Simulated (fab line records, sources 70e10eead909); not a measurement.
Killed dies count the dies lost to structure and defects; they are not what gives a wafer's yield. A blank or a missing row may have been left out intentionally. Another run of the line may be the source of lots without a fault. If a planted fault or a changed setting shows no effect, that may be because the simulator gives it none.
Which of the tools did it? / flow nand_harc / route of 1302 steps, sampled at 1 step: 6 lots, 17 wafers

WHAT THE GAUGES READ, wafer by wafer
NHARC_A_CHANNEL_FILL_D2_INSPECT_13.
lot=L975; measured=day 16 04:44; on=defect_inspect-02; raw_defect_count=452 311 306
lot=L978; measured=day 17 00:37; on=defect_inspect-02; raw_defect_count=489 499 505
lot=L981; measured=day 18 08:07; on=defect_inspect-02; raw_defect_count=415 416 214
lot=L989; measured=day 21 11:55; on=defect_inspect-02; raw_defect_count=238 234
lot=L992; measured=day 23 09:15; on=defect_inspect-01; raw_defect_count=389 409 347
lot=L996; measured=day 24 16:55; on=defect_inspect-02; raw_defect_count=747 358 538

TOOL THAT RAN EACH LOT (tool first, then ch and the chambers of the sampled wafers, then the start)
No process step before these readings appears in the record.

THE ANSWER, worked out from the rows above alone
Rule: what is usual is taken from the lots themselves. The widest of any qualifying gaps counts: lots, ordered by their means at a reading, are off when they make up no more than a third of the lots, leave a main group of 4 or more, and stand apart from it by 3 or more times the standard deviation of that group's means. Not used: any main group whose means are identical at the precision the tables above print for the reading. Also off: a lot with no number at a reading for which 4 or more lots have one. Any other lot the step has rows for is counted as sound.
No lot is off on any of the readings shown, so nothing can be concluded from this.

WHAT HAD BEEN PUT IN BY THE SIMULATOR
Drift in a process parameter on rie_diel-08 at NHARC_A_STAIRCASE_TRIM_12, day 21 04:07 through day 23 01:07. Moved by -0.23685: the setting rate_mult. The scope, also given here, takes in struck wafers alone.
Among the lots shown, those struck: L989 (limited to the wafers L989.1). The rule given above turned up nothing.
